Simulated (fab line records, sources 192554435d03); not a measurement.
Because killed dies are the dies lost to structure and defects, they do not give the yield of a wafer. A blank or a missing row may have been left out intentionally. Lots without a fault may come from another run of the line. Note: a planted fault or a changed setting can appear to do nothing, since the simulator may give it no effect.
A lot that was struck, set against a sound lot -- flow n5-finfet -- 20 steps out of a route of 1938
Sound: the wafers L925.1, L925.5, L925.6. Wafers struck: L934.1, L934.5, L934.6. The cause is named last.
At each step with rows: each side's tool, then ch and its chambers, then its first start. Under that, the readings that differ: sound wafers -- struck wafers -- difference of the means -- sigmas: that difference in standard deviations of wafers without a fault.
alike: readings with means less than 2 such deviations apart, plus words and numbers identical on both sides. not compared: withheld readings, readings lacking a value on some wafer, bounds such as >300 that could conceal the same value, and numbers that have no deviation in the record and whose values overlap.
A row with sigmas, a row that says differs or no value, or rows on one side alone: a step with any of these is where the two part. Numbers that have no deviation but don't overlap get no sigmas and don't part them. A reading that every wafer of one side lacks parts them only if that side has two wafers or more.

N5_START_INSPECT_01: inspects for defects (unpatterned scan).
  sound: defect-inspect-02 at day 4 06:02; struck: defect-inspect-02 at day 6 12:02
  alike: raw-defect-count
then, 2 steps without rows for these wafers: N5_ZERO_LAYER_PRECLEAN_00 (cleans in SPM, time 600 s); N5_ZERO_LAYER_SRD_01 (time 30 s, dry time 30 s).
N5_ZERO_LAYER_PECVD_02: deposits SiO2 from SiH4/N2O, target thk 10 nm, time 6 s.
  sound on pecvd-03 ch 0,1,2, day 4 06:17; struck on pecvd-04 ch 1,2, day 6 12:17
  alike: heater-power-w, rf-fwd-power-W, showerhead-plenum-p-Torr
then, 1 step without rows for these wafers: N5_ZERO_LAYER_HMDS_04 (time 60 s).
N5_ZERO_LAYER_COAT_05: resist thk 1000 nm.
  sound on litho-track-04 ch 0, day 4 06:22; struck on litho-track-03 ch 0, day 6 12:22
reading,sound,struck,difference,sigmas
spin-speed-rpm (rpm),1501.1 1503.5 1499.8,1562.6 1563.5 1563.3,+61.7,+64
model.coat_of_ZERO_LAYER_COAT_05.thk-nm (nm),1008 1001 1001,979 980.3 980,-24,
  alike: exhaust-pa, resist-line-temp-C
then, 6 steps without rows for these wafers: N5_ZERO_LAYER_EBR_07; N5_ZERO_LAYER_SOFTBAKE_06 (time 90 s); N5_ZERO_LAYER_EXPOSE_08 (exposes mask ZERO, defocus 0 nm, target cd 2000 nm); N5_ZERO_LAYER_PEB_09; N5_ZERO_LAYER_DEVELOP_10 (develop time 60 s); N5_ZERO_LAYER_HARDBAKE_23 (time 120 s).
N5_ZERO_LAYER_CD_MEAS_11 targets a cd of 2000 nm.
  sound on cd-sem-01 ch 0, day 4 06:46; struck on cd-sem-01 ch 0, day 6 12:46
reading,sound,struck,difference,sigmas
cd-nm (nm),1997.3 1998.4 1996.8,2001.3 2003.1 2002.3,+4.7,+3
N5_ZERO_LAYER_DESCUM_16: chemistry O2, time 7.9 s.
  sound on rie-diel-06 ch 1,2, day 4 06:48; struck on rie-diel-02 ch 0,1, day 6 12:48
  alike: drypump-motor-current-A, oes-product-au, rf-fwd-power-W, rf-vpp-V, showerhead-plenum-p-Torr, temp-c, throttle-valve-pct
  not compared: rf-hours-counter-h
N5_ZERO_LAYER_ETCH_17: etches SiO2 in CF4, target depth 12 nm, time 13.3 s.
  sound on rie-diel-06 ch 1,2, day 4 06:50; struck on rie-diel-02 ch 0,1, day 6 12:50
  alike: drypump-motor-current-A, mfc-ar-sccm, oes-product-au, rf-fwd-power-W, rf-vpp-V, showerhead-plenum-p-Torr, throttle-valve-pct
  not compared: rf-hours-counter-h
N5_ZERO_LAYER_ETCH_18: etches Si in HBr/Cl2, target depth 120 nm, time 40 s.
  sound on rie-si-06 ch 0,1, day 4 06:55; struck on rie-si-05 ch 0,1,3, day 6 12:55
reading,sound,struck,difference,sigmas
rf-fwd-power-W (W),803.3 799.6 799.4,792.3 791.9 796.3,-7.3,-3
model.coat_of_ZERO_LAYER_COAT_05.thk-nm (nm),938.5 931.5 931.4,909.1 910.2 910.5,-23.9,
  alike: drypump-motor-current-A, oes-product-au, throttle-valve-pct
  not compared: rf-hours-counter-h
N5_ZERO_LAYER_STRIP_24: strips in O2.
  sound on plasma-asher-01 ch 0,1, day 4 07:04; struck on plasma-asher-01 ch 0,1, day 6 13:02
reading,sound,struck,difference,sigmas
strip-time-to-endpoint-s (s),44.09 43.88 43.87,43.19 43.24 43.24,-0.72,-7
  alike: drypump-motor-current-A, heater-power-w, oes-product-au, temp-c
  not compared: rf-hours-counter-h
then, 1 step without rows for these wafers: N5_ZERO_LAYER_STRIP_19 (strips in SPM, time 900 s).
-- a jump in the record: the struck wafers' starts before and after are 6 days apart (it breaks off in module ZERO_LAYER and resumes in module BEOL_M4, where the first step shown is number 1111 of the route) --
N5_BEOL_M4_RC_MEAS_101:
  sound on prober-02 ch 0, day 11 06:46; struck on prober-02 ch 0, day 12 18:07
reading,sound,struck,difference,sigmas
DIBL_N (mV/V),37.3 38.1 37.2,34.8 34.5 34.7,-2.9,-2
IOFF_N (nA/um),0.190 0.207 0.183,0.133 0.137 0.135,-0.058,-3
SS_N (mV/dec),72.1 72.2 72.1,70.5 70.9 71.5,-1.2,-2
VT_N (mV),245.6 245.3 247.5,252.7 251.2 251.8,+5.8,+2
  alike: DIBL_P, IOFF_P, ION_N, ION_P, SS_P, VT_P
N5_PASSIVATION_PROBE_49:
  rows exist in the record for the sound wafers here (prober-01, day 15 15:06), none for the struck ones

== WHERE THEY PART ==
Earliest at N5_ZERO_LAYER_COAT_05; latest, in this record, at N5_PASSIVATION_PROBE_49.

WHY: what the simulator had put in
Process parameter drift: litho-track-03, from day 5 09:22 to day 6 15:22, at N5_ZERO_LAYER_COAT_05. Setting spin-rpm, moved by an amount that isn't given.
